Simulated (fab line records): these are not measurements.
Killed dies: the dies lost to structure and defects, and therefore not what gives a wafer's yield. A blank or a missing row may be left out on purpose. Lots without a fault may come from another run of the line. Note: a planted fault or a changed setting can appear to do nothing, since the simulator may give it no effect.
The tool behind it: which one? :: flow nandHarc :: 14 lots with 42 wafers sampled at 4 steps, on a route of 1159 steps

== WHAT THE GAUGES SHOWED, per wafer ==
The record holds no reading of a measuring or inspecting step that can be judged against a usual standard deviation.

== WHAT TOOL EACH LOT RAN ON (gives the tool, then ch and the chambers of the sampled wafers, and finally the start) ==
lot: L123
NHARC_A_BLC_ETCH_16: rieDiel-06 ch 0,1,2, day 18 04:44
NHARC_A_BLC_STRIP_29: rieDiel-06 ch 0,1,2, day 18 05:41
NHARC_A_BLC_STRIP_21: rieDiel-06 ch 1,2,3, day 18 05:48
NHARC_A_BLC_PVD_32: pvdSputter-01, no start

lot: L122
NHARC_A_BLC_ETCH_16: rieDiel-09 ch 1,2,3, day 18 08:28
NHARC_A_BLC_STRIP_29: rieDiel-06 ch 1,3, day 18 09:25
NHARC_A_BLC_STRIP_21: rieDiel-06 ch 0,1,2, day 18 09:32
NHARC_A_BLC_PVD_32: pvdSputter-02, no start

lot: L126
NHARC_A_BLC_ETCH_16: rieDiel-09 ch 0,3, day 18 09:45
NHARC_A_BLC_STRIP_29: rieDiel-09 ch 0,1,2, day 18 10:44
NHARC_A_BLC_STRIP_21: rieDiel-09 ch 1,2, day 18 10:49
NHARC_A_BLC_PVD_32: pvdSputter-02, no start

lot: L127
NHARC_A_BLC_ETCH_16: rieDiel-09 ch 0,1,2, day 18 12:51
NHARC_A_BLC_STRIP_29: rieDiel-09 ch 0,1,2, day 18 13:49
NHARC_A_BLC_STRIP_21: rieDiel-09 ch 0,1,3, day 18 13:54
NHARC_A_BLC_PVD_32: pvdSputter-03, no start

lot: L129
NHARC_A_BLC_ETCH_16: rieDiel-09 ch 0,1,2, day 19 12:17
NHARC_A_BLC_STRIP_29: rieDiel-09 ch 0,2,3, day 19 13:15
NHARC_A_BLC_STRIP_21: rieDiel-09 ch 0,1,3, day 19 13:21
NHARC_A_BLC_PVD_32: pvdSputter-03, no start

lot: L128
NHARC_A_BLC_ETCH_16: rieDiel-08 ch 1,2,3, day 19 12:29
NHARC_A_BLC_STRIP_29: rieDiel-09 ch 0,3, day 19 13:42
NHARC_A_BLC_STRIP_21: rieDiel-09 ch 0,2,3, day 19 13:49
NHARC_A_BLC_PVD_32: pvdSputter-03, no start

lot: L130
NHARC_A_BLC_ETCH_16: rieDiel-06 ch 0,2, day 19 22:49
NHARC_A_BLC_STRIP_29: rieDiel-09 ch 0,1,2, day 19 23:46
NHARC_A_BLC_STRIP_21: rieDiel-09 ch 0,3, day 19 23:52
NHARC_A_BLC_PVD_32: pvdSputter-03, no start

lot: L132
NHARC_A_BLC_ETCH_16: rieDiel-06 ch 2,3, day 21 02:10
NHARC_A_BLC_STRIP_29: rieDiel-06 ch 0,3, day 21 03:07
NHARC_A_BLC_STRIP_21: rieDiel-06 ch 0,1,2, day 21 03:17
NHARC_A_BLC_PVD_32: pvdSputter-02, no start

lot: L135
NHARC_A_BLC_ETCH_16: rieDiel-06 ch 0,1, day 21 03:19
NHARC_A_BLC_STRIP_29: rieDiel-06 ch 0,1,3, day 21 04:16
NHARC_A_BLC_STRIP_21: rieDiel-06 ch 0,2, day 21 04:23
NHARC_A_BLC_PVD_32: pvdSputter-03, no start

lot: L136
NHARC_A_BLC_ETCH_16: rieDiel-09 ch 0,2, day 21 05:56
NHARC_A_BLC_STRIP_29: rieDiel-09 ch 1,2,3, day 21 06:59
NHARC_A_BLC_STRIP_21: rieDiel-09 ch 2,3, day 21 07:05
NHARC_A_BLC_PVD_32: pvdSputter-02, no start

lot: L134
NHARC_A_BLC_ETCH_16: rieDiel-09 ch 0,1,3, day 21 14:44
NHARC_A_BLC_STRIP_29: rieDiel-09 ch 2,3, day 21 15:41
NHARC_A_BLC_STRIP_21: rieDiel-09 ch 0,3, day 21 15:48
NHARC_A_BLC_PVD_32: pvdSputter-03, no start

lot: L140
NHARC_A_BLC_ETCH_16: rieDiel-09 ch 0,2,3, day 22 06:32
NHARC_A_BLC_STRIP_29: rieDiel-06 ch 0,1,2, day 22 07:31
NHARC_A_BLC_STRIP_21: rieDiel-06 ch 1,2,3, day 22 07:37
NHARC_A_BLC_PVD_32: pvdSputter-01, no start

lot: L143
NHARC_A_BLC_ETCH_16: rieDiel-09 ch 0,1,2, day 22 17:40
NHARC_A_BLC_STRIP_29: rieDiel-09 ch 1,2,3, day 22 18:37
NHARC_A_BLC_STRIP_21: rieDiel-09 ch 0,1,3, day 22 18:43
NHARC_A_BLC_PVD_32: pvdSputter-02, no start

lot: L144
NHARC_A_BLC_ETCH_16: rieDiel-08 ch 0,1, day 22 21:25
NHARC_A_BLC_STRIP_29: rieDiel-06 ch 0,1,2, day 22 22:24
NHARC_A_BLC_STRIP_21: rieDiel-06 ch 0,1, day 22 22:29
NHARC_A_BLC_PVD_32: pvdSputter-03, no start
- NHARC_A_BLC_ETCH_16: etches the open film in CF4, target depth 39 nm, time 65 s.
- NHARC_A_BLC_STRIP_29: strips in CF4.
- NHARC_A_BLC_STRIP_21: strips in O2.
- NHARC_A_BLC_PVD_32: deposits Ti, target thk 5 nm, time 17.7 s.

== WHAT THE TOOLS THEMSELVES READ (means of the sampled wafers that have a number; where no wafer has one, the mark that the record gives instead) ==
NHARC_A_BLC_ETCH_16. Usual: drypumpMotorCurrentA 5.7 A, standard deviation 0.37; mfcArSccm 0.011 sccm, standard deviation 0.015; oesProductAu 1.002 a.u., standard deviation 0.0067; rfVppV 151.3 V, standard deviation 1.2; showerheadPlenumPTorr 1.77 Torr, standard deviation 0.074; throttleValvePct 13.284 %, standard deviation 0.0086.
lot: L123
tool: rieDiel-06
drypumpMotorCurrentA (A): 5.7
mfcArSccm (sccm): 0.018
oesProductAu (a.u.): 1.004
rfVppV (V): 151.5
showerheadPlenumPTorr (Torr): 1.83
throttleValvePct (%): 13.290
flag: 

lot: L122
tool: rieDiel-09
drypumpMotorCurrentA (A): 5.6
mfcArSccm (sccm): 0.004
oesProductAu (a.u.): 1.006
rfVppV (V): 150.9
showerheadPlenumPTorr (Torr): 1.77
throttleValvePct (%): 13.283
flag: 

lot: L126
tool: rieDiel-09
drypumpMotorCurrentA (A): 5.4
mfcArSccm (sccm): 0.002
oesProductAu (a.u.): 1.000
rfVppV (V): 150.7
showerheadPlenumPTorr (Torr): 1.77
throttleValvePct (%): 13.286
flag: 

lot: L127
tool: rieDiel-09
drypumpMotorCurrentA (A): 5.6
mfcArSccm (sccm): 0.002
oesProductAu (a.u.): 0.998
rfVppV (V): 152.0
showerheadPlenumPTorr (Torr): 1.81
throttleValvePct (%): 13.285
flag: 

lot: L129
tool: rieDiel-09
drypumpMotorCurrentA (A): 5.6
mfcArSccm (sccm): 0.002
oesProductAu (a.u.): 1.009
rfVppV (V): 151.3
showerheadPlenumPTorr (Torr): 1.81
throttleValvePct (%): 13.280
flag: 

lot: L128
tool: rieDiel-08
drypumpMotorCurrentA (A): 5.7
mfcArSccm (sccm): 0.004
oesProductAu (a.u.): 0.996
rfVppV (V): 151.3
showerheadPlenumPTorr (Torr): 1.74
throttleValvePct (%): 13.288
flag: 

lot: L130
tool: rieDiel-06
drypumpMotorCurrentA (A): 6.0
mfcArSccm (sccm): 0.030
oesProductAu (a.u.): 1.000
rfVppV (V): 152.2
showerheadPlenumPTorr (Torr): 1.85
throttleValvePct (%): 13.286
flag: 

lot: L132
tool: rieDiel-06
drypumpMotorCurrentA (A): 6.4
mfcArSccm (sccm): 0.035
oesProductAu (a.u.): 0.999
rfVppV (V): 151.2
showerheadPlenumPTorr (Torr): 1.71
throttleValvePct (%): 13.285
flag: 

lot: L135
tool: rieDiel-06
drypumpMotorCurrentA (A): 5.5
mfcArSccm (sccm): 0.006
oesProductAu (a.u.): 1.002
rfVppV (V): 152.1
showerheadPlenumPTorr (Torr): 1.80
throttleValvePct (%): 13.283
flag: 

lot: L136
tool: rieDiel-09
drypumpMotorCurrentA (A): 5.5
mfcArSccm (sccm): 0.002
oesProductAu (a.u.): 1.001
rfVppV (V): 152.4
showerheadPlenumPTorr (Torr): 1.83
throttleValvePct (%): 13.281
flag: 

lot: L134
tool: rieDiel-09
drypumpMotorCurrentA (A): 5.5
mfcArSccm (sccm): 0.002
oesProductAu (a.u.): 1.010
rfVppV (V): 150.8
showerheadPlenumPTorr (Torr): 1.75
throttleValvePct (%): 13.283
flag: 

lot: L140
tool: rieDiel-09
drypumpMotorCurrentA (A): 5.5
mfcArSccm (sccm): 0.004
oesProductAu (a.u.): 0.894
rfVppV (V): 152.0
showerheadPlenumPTorr (Torr): 1.78
throttleValvePct (%): 13.283
flag: OFF

lot: L143
tool: rieDiel-09
drypumpMotorCurrentA (A): 5.6
mfcArSccm (sccm): 0.002
oesProductAu (a.u.): 0.951
rfVppV (V): 150.9
showerheadPlenumPTorr (Torr): 1.81
throttleValvePct (%): 13.285
flag: OFF

lot: L144
tool: rieDiel-08
drypumpMotorCurrentA (A): 5.7
mfcArSccm (sccm): 0.002
oesProductAu (a.u.): 1.005
rfVppV (V): 151.2
showerheadPlenumPTorr (Torr): 1.73
throttleValvePct (%): 13.287
flag: 

NHARC_A_BLC_STRIP_29. Usual: drypumpMotorCurrentA 5.7 A, standard deviation 0.35; mfcArSccm 0.009 sccm, standard deviation 0.013; oesProductAu 1.005 a.u., standard deviation 0.0071; rfVppV 59.4 V, standard deviation 0.88; showerheadPlenumPTorr 1.77 Torr, standard deviation 0.077; throttleValvePct 13.282 %, standard deviation 0.0094.
lot: L123
tool: rieDiel-06
drypumpMotorCurrentA (A): 5.7
mfcArSccm (sccm): 0.018
oesProductAu (a.u.): 1.004
rfVppV (V): 59.3
showerheadPlenumPTorr (Torr): 1.83
throttleValvePct (%): 13.282
flag: 

lot: L122
tool: rieDiel-06
drypumpMotorCurrentA (A): 6.1
mfcArSccm (sccm): 0.023
oesProductAu (a.u.): 1.005
rfVppV (V): 59.0
showerheadPlenumPTorr (Torr): 1.70
throttleValvePct (%): 13.286
flag: 

lot: L126
tool: rieDiel-09
drypumpMotorCurrentA (A): 5.6
mfcArSccm (sccm): 0.002
oesProductAu (a.u.): 1.003
rfVppV (V): 59.3
showerheadPlenumPTorr (Torr): 1.81
throttleValvePct (%): 13.278
flag: 

lot: L127
tool: rieDiel-09
drypumpMotorCurrentA (A): 5.6
mfcArSccm (sccm): 0.002
oesProductAu (a.u.): 1.011
rfVppV (V): 59.3
showerheadPlenumPTorr (Torr): 1.81
throttleValvePct (%): 13.278
flag: 

lot: L129
tool: rieDiel-09
drypumpMotorCurrentA (A): 5.6
mfcArSccm (sccm): 0.004
oesProductAu (a.u.): 1.007
rfVppV (V): 59.2
showerheadPlenumPTorr (Torr): 1.79
throttleValvePct (%): 13.285
flag: 

lot: L128
tool: rieDiel-09
drypumpMotorCurrentA (A): 5.4
mfcArSccm (sccm): 0.002
oesProductAu (a.u.): 0.995
rfVppV (V): 59.5
showerheadPlenumPTorr (Torr): 1.77
throttleValvePct (%): 13.283
flag: 

lot: L130
tool: rieDiel-09
drypumpMotorCurrentA (A): 5.6
mfcArSccm (sccm): 0.002
oesProductAu (a.u.): 1.010
rfVppV (V): 59.4
showerheadPlenumPTorr (Torr): 1.81
throttleValvePct (%): 13.286
flag: 

lot: L132
tool: rieDiel-06
drypumpMotorCurrentA (A): 6.0
mfcArSccm (sccm): 0.020
oesProductAu (a.u.): 1.005
rfVppV (V): 58.7
showerheadPlenumPTorr (Torr): 1.72
throttleValvePct (%): 13.286
flag: 

lot: L135
tool: rieDiel-06
drypumpMotorCurrentA (A): 5.8
mfcArSccm (sccm): 0.013
oesProductAu (a.u.): 1.004
rfVppV (V): 59.5
showerheadPlenumPTorr (Torr): 1.76
throttleValvePct (%): 13.278
flag: 

lot: L136
tool: rieDiel-09
drypumpMotorCurrentA (A): 5.6
mfcArSccm (sccm): 0.004
oesProductAu (a.u.): 1.012
rfVppV (V): 59.6
showerheadPlenumPTorr (Torr): 1.76
throttleValvePct (%): 13.280
flag: 

lot: L134
tool: rieDiel-09
drypumpMotorCurrentA (A): 5.6
mfcArSccm (sccm): 0.006
oesProductAu (a.u.): 1.001
rfVppV (V): 59.0
showerheadPlenumPTorr (Torr): 1.74
throttleValvePct (%): 13.282
flag: 

lot: L140
tool: rieDiel-06
drypumpMotorCurrentA (A): 5.7
mfcArSccm (sccm): 0.018
oesProductAu (a.u.): 1.005
rfVppV (V): 60.1
showerheadPlenumPTorr (Torr): 1.82
throttleValvePct (%): 13.279
flag: 

lot: L143
tool: rieDiel-09
drypumpMotorCurrentA (A): 5.6
mfcArSccm (sccm): 0.004
oesProductAu (a.u.): 1.005
rfVppV (V): 60.1
showerheadPlenumPTorr (Torr): 1.76
throttleValvePct (%): 13.282
flag: 

lot: L144
tool: rieDiel-06
drypumpMotorCurrentA (A): 5.7
mfcArSccm (sccm): 0.018
oesProductAu (a.u.): 1.005
rfVppV (V): 60.1
showerheadPlenumPTorr (Torr): 1.82
throttleValvePct (%): 13.278
flag: 

NHARC_A_BLC_STRIP_21. Usual: drypumpMotorCurrentA 5.7 A, standard deviation 0.34; mfcArSccm 0.008 sccm, standard deviation 0.013; oesProductAu 1.004 a.u., standard deviation 0.0069; rfVppV 57.7 V, standard deviation 0.94; showerheadPlenumPTorr 3.54 Torr, standard deviation 0.15; throttleValvePct 17.036 %, standard deviation 0.0088.
lot: L123
tool: rieDiel-06
drypumpMotorCurrentA (A): 6.1
mfcArSccm (sccm): 0.028
oesProductAu (a.u.): 1.005
rfVppV (V): 58.1
showerheadPlenumPTorr (Torr): 3.50
throttleValvePct (%): 17.042
flag: 

lot: L122
tool: rieDiel-06
drypumpMotorCurrentA (A): 5.7
mfcArSccm (sccm): 0.018
oesProductAu (a.u.): 1.004
rfVppV (V): 57.7
showerheadPlenumPTorr (Torr): 3.64
throttleValvePct (%): 17.032
flag: 

lot: L126
tool: rieDiel-09
drypumpMotorCurrentA (A): 5.7
mfcArSccm (sccm): 0.003
oesProductAu (a.u.): 1.002
rfVppV (V): 58.1
showerheadPlenumPTorr (Torr): 3.65
throttleValvePct (%): 17.040
flag: 

lot: L127
tool: rieDiel-09
drypumpMotorCurrentA (A): 5.5
mfcArSccm (sccm): 0.002
oesProductAu (a.u.): 1.012
rfVppV (V): 56.5
showerheadPlenumPTorr (Torr): 3.49
throttleValvePct (%): 17.034
flag: 

lot: L129
tool: rieDiel-09
drypumpMotorCurrentA (A): 5.5
mfcArSccm (sccm): 0.002
oesProductAu (a.u.): 1.009
rfVppV (V): 57.6
showerheadPlenumPTorr (Torr): 3.48
throttleValvePct (%): 17.036
flag: 

lot: L128
tool: rieDiel-09
drypumpMotorCurrentA (A): 5.6
mfcArSccm (sccm): 0.004
oesProductAu (a.u.): 1.010
rfVppV (V): 57.3
showerheadPlenumPTorr (Torr): 3.56
throttleValvePct (%): 17.039
flag: 

lot: L130
tool: rieDiel-09
drypumpMotorCurrentA (A): 5.5
mfcArSccm (sccm): 0.005
oesProductAu (a.u.): 1.005
rfVppV (V): 57.5
showerheadPlenumPTorr (Torr): 3.43
throttleValvePct (%): 17.037
flag: 

lot: L132
tool: rieDiel-06
drypumpMotorCurrentA (A): 5.7
mfcArSccm (sccm): 0.018
oesProductAu (a.u.): 0.998
rfVppV (V): 57.7
showerheadPlenumPTorr (Torr): 3.64
throttleValvePct (%): 17.042
flag: 

lot: L135
tool: rieDiel-06
drypumpMotorCurrentA (A): 5.6
mfcArSccm (sccm): 0.015
oesProductAu (a.u.): 0.999
rfVppV (V): 57.8
showerheadPlenumPTorr (Torr): 3.70
throttleValvePct (%): 17.037
flag: 

lot: L136
tool: rieDiel-09
drypumpMotorCurrentA (A): 5.6
mfcArSccm (sccm): 0.006
oesProductAu (a.u.): 1.005
rfVppV (V): 56.7
showerheadPlenumPTorr (Torr): 3.47
throttleValvePct (%): 17.032
flag: 

lot: L134
tool: rieDiel-09
drypumpMotorCurrentA (A): 5.4
mfcArSccm (sccm): 0.002
oesProductAu (a.u.): 0.998
rfVppV (V): 58.7
showerheadPlenumPTorr (Torr): 3.53
throttleValvePct (%): 17.040
flag: 

lot: L140
tool: rieDiel-06
drypumpMotorCurrentA (A): 6.1
mfcArSccm (sccm): 0.028
oesProductAu (a.u.): 0.998
rfVppV (V): 57.8
showerheadPlenumPTorr (Torr): 3.50
throttleValvePct (%): 17.041
flag: 

lot: L143
tool: rieDiel-09
drypumpMotorCurrentA (A): 5.5
mfcArSccm (sccm): 0.002
oesProductAu (a.u.): 0.996
rfVppV (V): 57.4
showerheadPlenumPTorr (Torr): 3.48
throttleValvePct (%): 17.032
flag: 

lot: L144
tool: rieDiel-06
drypumpMotorCurrentA (A): 5.4
mfcArSccm (sccm): 0.003
oesProductAu (a.u.): 1.005
rfVppV (V): 58.6
showerheadPlenumPTorr (Torr): 3.66
throttleValvePct (%): 17.026
flag: 

NHARC_A_BLC_PVD_32. Usual: throttleValvePct 30.1 %, standard deviation 1.
lot: L123
tool: pvdSputter-01
throttleValvePct (%): 30.1
flag: 

lot: L122
tool: pvdSputter-02
throttleValvePct (%): 31.1
flag: 

lot: L126
tool: pvdSputter-02
throttleValvePct (%): 30.0
flag: 

lot: L127
tool: pvdSputter-03
throttleValvePct (%): 30.5
flag: 

lot: L129
tool: pvdSputter-03
throttleValvePct (%): 29.6
flag: 

lot: L128
tool: pvdSputter-03
throttleValvePct (%): 29.2
flag: 

lot: L130
tool: pvdSputter-03
throttleValvePct (%): 30.3
flag: 

lot: L132
tool: pvdSputter-02
throttleValvePct (%): 28.9
flag: 

lot: L135
tool: pvdSputter-03
throttleValvePct (%): 29.8
flag: 

lot: L136
tool: pvdSputter-02
throttleValvePct (%): 31.2
flag: 

lot: L134
tool: pvdSputter-03
throttleValvePct (%): 30.0
flag: 

lot: L140
tool: pvdSputter-01
throttleValvePct (%): 30.4
flag: 

lot: L143
tool: pvdSputter-02
throttleValvePct (%): 30.0
flag: 

lot: L144
tool: pvdSputter-03
throttleValvePct (%): 31.2
flag: 

== THE ANSWER, worked out from the rows above alone ==
Rule: take the mean of a lot's wafers that have a number; if it is more than 3 standard deviations from the usual mean, the lot is off. Also off: a lot with no number at a reading for which 4 or more lots have one. Any other lot the step has rows for is counted as sound. Order of review: gauges by route order, followed by the tools' own readings, for which a lot's mean as printed above is used. At the first step where some lot is off, the reading lying furthest off is the one used; lots without a number count as furthest.
Off: L140, L143, at NHARC_A_BLC_ETCH_16 (oesProductAu).
If a tool, at that step or one of the process steps before it, ran each lot that is off and ran no sound lot following the first of them, it fits. One candidate fits, namely rieDiel-09 at NHARC_A_BLC_ETCH_16. A fault onset in the window from L134 (day 21 14:44, its last sound lot) to L140 (day 22 06:32, its first lot off) fits.
The tool's own readings at NHARC_A_BLC_ETCH_16 bear it out: on the lots that are off they differ by more than 5 times the standard deviation of the sound lots' means. oesProductAu reads 0.922 a.u. there against 1.002 a.u. on the sound lots.

== WHAT THE SIMULATOR HAD INSERTED ==
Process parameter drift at NHARC_A_BLC_ETCH_16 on rieDiel-09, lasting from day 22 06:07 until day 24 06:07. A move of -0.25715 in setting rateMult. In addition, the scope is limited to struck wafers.
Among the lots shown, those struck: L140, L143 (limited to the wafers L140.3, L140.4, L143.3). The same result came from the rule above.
